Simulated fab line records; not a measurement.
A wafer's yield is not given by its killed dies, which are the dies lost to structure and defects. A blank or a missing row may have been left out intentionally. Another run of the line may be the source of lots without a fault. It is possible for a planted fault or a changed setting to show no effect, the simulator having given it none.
fab line records	flow nandHarc
[record] lots = 5	wafers = 15	lastDay = 26
route steps=1159 shown A_CHANNEL_FILL_D1@497 A_STAIRCASE@519 END@1159
lots with no fault: from the same line, run without faults
startH: hours from the record's opening day to when the first of the lot's shown wafers began	waitH: time in hours since the lot's previous step	" unchanged from the row above	L1.1+2: one row covering several wafers at once	- no value present, or no start provided	* or withheld: withheld	< > ~ a bound
route shown NAME@n: NAME is a module with steps in the file, n the number in the route of the first one	usual: mean and standard deviation over wafers with no fault	same: alike in all rows	chamber/n: place in a boat	sites: per-site readings	_std_site: the standard deviation of these	_edge_site: inner sites' mean taken away from outer sites' mean	radiusMm: how far each site lies from the wafer's centre	mask NAME#n: copy n	behind: the most recent tool/chamber to have shaped the wafer	hold: what put the lot on hold/how long, in hours/how the hold closed	device: which transistor (n, p or np) failed to switch	end of line: the route-end tests of the same wafers	a step without rows: its recipe alone	killed: count of dies lost to structure and defects at first sort (not the wafer's yield)	map: shows each die of a wafer: x if killed, . if not, _ if none is there
set.NAME: setting as actually run; set.NAME@STEP: the setting as run at that earlier step	model.NAME: the simulator's own value behind a step, which no gauge read
certain route steps with their lots: each step a table, each wafer a row
services: the hour from which a tool's chamber was out of use, counted from the record's first day as startH (under 0 if before that day), plus the number of hours and why
[[steps]]
[step NHARC_A_CHANNEL_FILL_D1_ANNEAL_17]
[recipe] tempC = 850	timeS = 1800
[step NHARC_A_CHANNEL_FILL_D1_CVD_18]
[recipe] targetThkA = 30	tempC = 550	material = poly-Si
[step NHARC_A_CHANNEL_FILL_D1_ETCHBACK_19]
[recipe] targetDepthA = 50	timeS = 1.7	hbrFlowSccm = 150	cl2FlowSccm = 50	rfW = 400	icpW = 400	biasW = 100	chemistry = HBr/Cl2
[usual] drypumpMotorCurrentA = 6.1/0.4	oesProductAu = 0.998/0.015	throttleValvePct = 26.406/0.0093
lot.wafer	tool	chamber	startH	waitH	drypumpMotorCurrentA	oesProductAu	rfHoursCounterH	throttleValvePct
L287.1	rieSi-01	1	231.13	0.4	6.3	0.987	0.8	26.405
L287.2	"	2	"	"	6.4	1.013	0.8	26.415
L287.4	"	2	"	"	6.4	1.005	-	26.398
L290.3	rieSi-06	3	251.15	0.4	6.4	0.986	0.5	26.395
L290.2	"	0	"	"	6.5	0.975	0.4	26.410
L290.6	"	0	"	"	6.5	0.978	-	26.405
L301.2	rieSi-06	0	311.31	0.4	6.4	0.972	0.9	26.413
L301.1	"	2	"	"	6.1	0.993	0.8	26.420
L301.5	"	0	"	"	6.5	0.986	-	26.400
L306.2	rieSi-06	2	337.22	0.4	6.1	0.989	1.0	26.409
L306.4	"	0	"	"	6.5	0.979	1.2	26.394
L306.1	"	1	"	"	5.5	1.004	1.2	26.417
L307.4	rieSi-04	2	357.80	0.4	6.2	1.019	0.7	26.410
L307.3	"	3	"	"	6.5	1.017	0.8	26.408
L307.5	"	1	"	"	5.1	0.995	-	26.409
[step NHARC_A_CHANNEL_FILL_D1_ETCHBACK_20]
[recipe] targetDepthA = 270	timeS = 13.5	c4f8FlowSccm = withheld	o2FlowSccm = 8	arFlowSccm = withheld	rfW = 600	biasW = 1500	chemistry = C4F8/O2/Ar
[step NHARC_A_CHANNEL_FILL_D1_STRIP_28]
[recipe] timeS = 20	o2FlowSccm = 500	arFlowSccm = 0	biasW = 0	chemistry = O2
[usual] drypumpMotorCurrentA = 5.8/0.31	oesProductAu = 0.999/0.013	rfVppV = 57.7/0.87	showerheadPlenumPTorr = 3.51/0.13	throttleValvePct = 17.038/0.0085
lot.wafer	tool	chamber	startH	waitH	drypumpMotorCurrentA	oesProductAu	rfHoursCounterH	rfVppV	showerheadPlenumPTorr	throttleValvePct
L287.2	rieDiel-03	3	231.37	0.1	5.6	0.999	1	58.2	3.57	17.045
L287.1	"	0	"	"	6.3	1.025	1	58.8	3.52	17.040
L287.4	"	2	"	"	5.8	0.999	1	56.3	3.33	17.040
L290.2	rieDiel-03	0	251.38	0.1	6.3	1.027	1	59.0	3.52	17.031
L290.3	"	1	"	"	5.7	1.012	2	58.0	3.72	17.029
L290.6	"	3	"	"	5.6	1.001	-	59.2	3.57	17.041
L301.2	rieDiel-02	0	311.53	0.1	5.7	1.018	4	57.4	3.59	17.040
L301.1	"	1	"	"	6.2	1.022	4	56.7	3.46	17.047
L301.5	"	0	"	"	5.7	1.018	-	57.7	3.59	17.040
L306.1	rieDiel-03	1	337.46	0.1	5.7	1.019	5	57.8	3.72	17.025
L306.2	"	2	"	"	5.7	0.994	5	57.9	3.33	17.027
L306.4	"	3	"	"	5.5	1.000	-	57.0	3.57	17.042
L307.3	rieDiel-02	3	358.00	0.1	6.1	0.977	1	56.9	3.33	17.033
L307.4	"	1	"	"	6.1	1.014	1	57.4	3.46	17.027
L307.5	"	3	"	"	6.1	0.975	-	56.7	3.33	17.010
[step NHARC_A_CHANNEL_FILL_D1_PRECLEAN_21]
[recipe] timeS = 30	chemistry = dHF
[step NHARC_A_CHANNEL_FILL_D1_SRD_23]
[step NHARC_A_CHANNEL_FILL_D1_CVD_05]
[recipe] targetThkA = 50	tempC = 550	material = poly-Si
[step NHARC_A_CHANNEL_FILL_D1_ANNEAL_22]
[recipe] tempC = 620	timeS = 7200
[step NHARC_A_CHANNEL_FILL_D1_ALD_25]
[recipe] targetThkA = 600	pulseTimeS = 10	aldCycles = 600	tempC = 300	material = SiOx
[step NHARC_A_CHANNEL_FILL_D1_ETCHBACK_08]
[recipe] targetDepthA = 2200	timeS = 110	c4f8FlowSccm = 20	arFlowSccm = withheld	rfW = 600	biasW = 300	chemistry = C4F8
[usual] oesProductAu = 0.96/0.038	rfVppV = 440.3/2.3
lot.wafer	tool	chamber	startH	waitH	oesProductAu	rfHoursCounterH	rfVppV
L287.4	rieDiel-13	2	-	-	0.93	25	437.9
L287.1	"	3	"	"	0.91	26	443.3
L287.2	"	0	"	"	0.91	24	440.5
L290.3	rieDiel-03	3	-	-	0.93	2	442.1
L290.2	"	2	"	"	0.93	2	436.5
L290.6	"	3	"	"	0.93	-	440.9
L301.2	rieDiel-13	3	-	-	0.99	10	443.8
L301.1	"	0	"	"	0.99	10	440.4
L301.5	"	3	"	"	1.00	-	442.1
L306.2	rieDiel-03	3	-	-	0.92	5	440.4
L306.1	"	0	"	"	0.94	5	441.2
L306.4	"	1	"	"	0.93	6	445.4
L307.4	rieDiel-03	0	-	-	0.95	6	440.4
L307.3	"	1	"	"	0.93	6	443.8
L307.5	"	3	"	"	0.93	-	441.7
[step NHARC_A_CHANNEL_FILL_D1_STRIP_29]
[recipe] timeS = 20	o2FlowSccm = 500	arFlowSccm = 0	biasW = 0	chemistry = O2
[usual] drypumpMotorCurrentA = 5.8/0.32	oesProductAu = 0.999/0.014	rfVppV = 57.7/0.83	showerheadPlenumPTorr = 3.51/0.12	throttleValvePct = 17.036/0.0086
lot.wafer	tool	chamber	startH	waitH	drypumpMotorCurrentA	oesProductAu	rfHoursCounterH	rfVppV	showerheadPlenumPTorr	throttleValvePct
L287.1	rieDiel-13	3	248.99	-	6.2	0.986	27	58.3	3.66	17.038
L287.4	"	1	"	"	5.2	0.997	25	59.7	3.59	17.043
L287.2	"	2	"	"	6.0	0.999	25	58.1	3.37	17.044
L290.3	rieDiel-03	0	268.90	-	6.3	1.028	2	57.2	3.52	17.046
L290.2	"	1	"	"	5.7	1.000	2	56.9	3.72	17.037
L290.6	"	0	"	"	6.3	1.014	-	57.8	3.52	17.041
L301.2	rieDiel-13	3	328.86	-	6.2	0.999	10	57.3	3.66	17.029
L301.1	"	1	"	"	5.2	1.001	9	57.4	3.59	17.042
L301.5	"	0	"	"	5.6	1.001	-	57.5	3.53	17.032
L306.2	rieDiel-03	2	358.03	-	5.8	0.981	5	58.5	3.33	17.027
L306.4	"	3	"	"	5.6	0.989	5	59.2	3.57	17.043
L306.1	"	1	"	"	5.8	1.013	6	59.0	3.72	17.034
L307.4	rieDiel-03	0	380.17	-	6.3	1.019	6	56.9	3.52	17.040
L307.3	"	1	"	"	5.7	1.003	6	55.5	3.72	17.027
L307.5	"	1	"	"	5.7	1.001	-	58.1	3.72	17.042
[step NHARC_A_CHANNEL_FILL_D1_PRECLEAN_30]
[recipe] timeS = 30	chemistry = dHF
[step NHARC_A_CHANNEL_FILL_D1_SRD_31]
[step NHARC_A_CHANNEL_FILL_D1_CVD_09]
[recipe] targetThkA = 1500	tempC = 620	pressureMtorr = 200	timeS = 3000	material = poly-Si
[step NHARC_A_CHANNEL_FILL_D1_CMP_10]
[recipe] targetThkNm = 150
[step NHARC_A_CHANNEL_FILL_D1_SRD_12]
[step NHARC_A_CHANNEL_FILL_D1_RTA_24]
[recipe] tempC = 1000	timeS = 5
[usual] lampPowerPct = 29/3	lamp_zone_3_pct = 29/3	lamp_zone_4_pct = 29/3	lamp_zone_7_pct = 30/3.1	wafer_temp_C_max = 1004.3/1.5
lot.wafer	tool	chamber	startH	waitH	lampPowerPct	lamp_zone_3_pct	lamp_zone_4_pct	lamp_zone_7_pct	wafer_temp_C_max
L287.1	rtpAnneal-02	0	254.96	0.0	26	26	26	27	1002.7
L287.2	"	0	"	"	26	26	26	27	1003.3
L287.4	"	0	"	"	26	26	26	27	1002.6
L290.2	rtpAnneal-02	0	274.85	0.1	26	26	26	27	1002.3
L290.3	"	0	"	"	26	26	26	27	1003.2
L290.6	"	0	"	"	26	26	26	27	1003.4
L301.1	rtpAnneal-02	0	334.85	0.0	26	26	26	27	1003.8
L301.2	"	0	"	"	26	26	26	27	1003.3
L301.5	"	0	"	"	26	26	26	27	1003.2
L306.1	rtpAnneal-01	0	364.11	0.0	32	32	32	33	1006.3
L306.2	"	0	"	"	32	32	32	33	1005.1
L306.4	"	0	"	"	32	32	32	33	1005.6
L307.3	rtpAnneal-02	0	386.31	0.1	26	26	26	27	1003.5
L307.4	"	0	"	"	26	26	26	27	1003.1
L307.5	"	0	"	"	26	26	26	27	1002.9
[step NHARC_A_STAIRCASE_DEP_156]
[recipe] targetThkA = 500	tempC = 400	targetThkNm = 50	flowSccm = 200	rfW = 450	material = SiNx
[usual] heaterPowerW = 740/72	showerheadVppV = 1318/72	susceptorTempC = 400.01/0.23
lot.wafer	tool	chamber	startH	waitH	hold	heaterPowerW	showerheadVppV	susceptorTempC
L287.2	pecvd-02	2	255.22	0.1	-	668	1373	399.96
L287.1	"	1	"	"	-	773	1256	399.98
L287.4	"	0	"	"	-	737	1296	400.05
L290.2	pecvd-03	1	275.08	0.1	-	832	1366	400.16
L290.3	"	2	"	"	-	743	1464	400.27
L290.6	"	0	"	"	-	813	1289	400.56
L301.1	pecvd-03	2	337.05	1.8	awaitDispo/1.3h/release	758	1480	399.79
L301.2	"	0	"	"	awaitDispo/1.3h/release	671	1268	400.16
L301.5	"	0	"	"	awaitDispo/1.3h/release	677	1243	400.06
L306.1	pecvd-03	0	364.38	0.1	-	797	1262	399.97
L306.2	"	1	"	"	-	856	1387	400.29
L306.4	"	2	"	"	-	746	1483	399.62
L307.3	pecvd-02	0	386.52	0.1	-	739	1265	399.83
L307.5	"	1	"	"	-	742	1231	399.95
L307.4	"	2	"	"	-	598	1348	399.81
[step NHARC_END_SORT_01]
[recipe] tempC = 25
[usual] killedAtArray = 27/12	killedAtOther = 0.9/1.1	killedAtPeriphery = 3.2/2.4	killedDies = 31/12	killedOpen = 3.3/1.7	killedShort = 2.0/1.6
[same] grossDies = 677
lot.wafer	tool	chamber	startH	waitH	killedAtArray	killedAtOther	killedAtPeriphery	killedDies	killedOpen	killedShort
L301.1	prober-01	0	594.73	2.5	122	0	4	126	3	3
// killed by level:class
L301.1 A_CHANNEL_FILL_D1:unspecified=73 A_CHANNEL_HOLE_D1:chamberFilmFlake=21 A_SLIT:chamberFilmFlake=14 A_STAIRCASE:chamberFilmFlake=6 A_CONTACT:geometricParticle:open=2 P_BONDPAD:chamberFilmFlake=2 A_CONTACT:chamberFilmFlake=2 A_ONON_D1:geometricParticle:short=1
// map L301.1 (x killed, . not)
____________.____________
_________......._________
_______...x...x..._______
______....xxx.....x______
_____..x...x.xxxxx.x_____
____...x..xxx.x.xxxxx____
____....xxxx....xxxxx____
___........x....xxxxxx___
___.......xx...xxxxxxx___
__.........x...xxxxxxxx__
__.............xxxxxxxx__
_..........x..xxxxxxxx.x_
_..............x.xxxx..._
_................xxxxxx._
_.........x...x.x.xxxxx._
_.x.....x........x..x..._
.........................
.........................
.........................
..........x..............
.......x.................
_.xx...x...x....x..x..x._
_.......x.............x._
_......x................_
_......xx.x...........x._
_.....x.x..............._
__......xx.............__
__..x.xx.x.............__
___.....xx............___
___............x......___
____.................____
____.................____
_____..............._____
______.............______
_______..........._______
_________......._________
____________.____________
// map L287.2 (x killed, . not)
____________.____________
_________......._________
_______..xxx......_______
______....x........______
_____.x..xx.x.xx...._____
____....xx...........____
____.....x.xxx.......____
___.....x.............___
___.....x...x.........___
__.....................__
__.....................__
_........x.............._
_............x.........._
_............x.........._
_......................._
_......................._
.........................
.........................
.........................
.........................
.........................
_......................._
_......................._
_..x...................._
_......................._
_......................._
__...........x.........__
__.....................__
___...................___
___...................___
____.................____
____.................____
_____..............._____
______...x.........______
_______.x........._______
_________...x..._________
____________.____________
[[services]]
tool	chamber	startH	hours	kind
rieDiel-03	0	215.06	3.3	repair
rieDiel-03	-	215.32	9.0	pm
pecvd-02	1	220.50	8.3	repair
pecvd-03	0	221.68	15.8	repair
rieDiel-13	0	225.81	19.4	repair
rieSi-01	3	239.15	3.9	repair
rieDiel-02	1	260.49	3.6	repair
rieDiel-13	-	266.34	0.1	repair
pecvd-03	-	269.57	2.2	repair
rieDiel-13	-	276.00	9.0	pm
rieSi-04	-	276.00	9.0	pm
pecvd-03	-	292.23	13.0	pm
rtpAnneal-02	-	300.00	12.0	pm
rieSi-01	-	304.01	9.0	pm
rieDiel-02	3	315.00	6.4	repair
rieDiel-02	-	327.70	9.0	pm
rieDiel-03	0	329.59	14.0	repair
rieSi-06	3	330.56	5.1	repair
pecvd-02	-	334.47	13.0	pm
pecvd-03	0	344.95	10.4	repair
rieDiel-13	2	353.43	10.8	repair
rieSi-06	-	360.00	9.0	pm
rieDiel-13	3	363.34	4.3	repair
rieSi-06	-	377.67	0.4	repair
[[key]]
[firstSign] step = NHARC_END_SORT_01	reading = killedAtArray	direction = up	sigmas = 8.2	usual = 27	struck = 122
[effect] step = NHARC_END_SORT_01	reading = killedDies	direction = up	sigmas = 8.1	usual = 31	struck = 126
[moreKillsBornAt] NHARC_A_CHANNEL_FILL_D1_STRIP_29@rieDiel-13 = 73
metAt NHARC_A_CHANNEL_FILL_D1_STRIP_29
struckWafers L301.1
testerLeftOut L301
onsetBetween 248.99 328.86
[fault] kind = chamberParticleSource	tool = rieDiel-13	chamber = 1	onsetH = 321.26	steps = NHARC_A_CHANNEL_FILL_D1_STRIP_29	ratePerVisitCm2 = 0.83111	endH = 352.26
// testerLeftOut: of these lots the tester's yield and bins aren't shown, on N5 and GAA mostly nor the transistor test; their killed dies are dies lost to structure and defects alone, not to doping, threshold or leakage, so they don't give the yield
